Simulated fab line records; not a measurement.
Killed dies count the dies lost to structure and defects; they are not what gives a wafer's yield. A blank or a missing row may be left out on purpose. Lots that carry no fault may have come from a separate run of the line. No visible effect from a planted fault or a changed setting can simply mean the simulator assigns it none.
Chamber matching ; flow n5Finfet ; 4 sister chambers for N5_BEOL_M7_ETCH_62 on rieDiel-05
The step etches SOC in N2/H2, target depth 110 nm, overetch 22 nm, time 165 s. 14 wafers are shown with their chamber, then 7 later ones without.

WAFERS, EACH WITH ITS CHAMBER
wafer;chamber;showerheadPlenumPTorr (Torr);drypumpMotorCurrentA (A);rfVppV (V)
L076.2;3;2.43;5.7;521.0
L076.4;1;2.63;5.6;525.6
L076.6;2;2.67;6.1;527.2
L078.2;2;2.67;6.1;527.8
L078.4;1;2.63;5.5;526.0
L078.5;2;2.67;6.1;527.4
L082.3;3;2.42;5.7;519.8
L082.4;0;2.41;5.0;519.8
L082.6;2;2.67;6.1;526.4
L081.3;3;2.42;5.8;519.7
L081.5;2;2.67;6.1;525.2
L081.6;3;2.42;5.7;519.6
L089.1;2;2.66;6.1;526.0
L089.2;3;2.42;5.7;521.1

SIGNATURES (means of the wafers above)
reading;chamber 0;chamber 1;chamber 2;chamber 3;scatter within a chamber
showerheadPlenumPTorr;2.4100;2.6300;2.6683;2.4220;0.00404
drypumpMotorCurrentA;5.000;5.550;6.100;5.720;0.0361
rfVppV;519.800;525.800;526.667;520.240;0.841
Rule: a wafer's distance from a chamber is the root of the sum, over the readings, of the square of ((its reading less the chamber's mean) divided by the reading's scatter). The wafer belongs to the nearest chamber; if the next one is less than 2 further off, it can't be placed. The scatter: take each reading less its chamber's mean, square it, sum over the shown wafers, divide by the number of wafers less the number of chambers, and take the root.

WAFERS WHOSE CHAMBER IS MISSING
wafer;showerheadPlenumPTorr (Torr);drypumpMotorCurrentA (A);rfVppV (V)
L089.4;2.66;6.1;527.0
L091.3;2.40;5.0;519.6
L091.4;2.41;5.8;519.9
L091.5;2.66;6.1;527.1
L092.2;2.62;5.6;526.1
L092.3;2.41;5.7;519.8
L092.5;2.41;5.7;518.8

WHICH CHAMBER EACH WENT THROUGH
wafer;from the rows above;in truth
L089.4;2;2
L091.3;0;0
L091.4;3;3
L091.5;2;2
L092.2;1;1
L092.3;3;3
L092.5;3;3
Correctly placed: 7 of 7. Can't be placed from these rows: 0. Wrongly placed: 0.
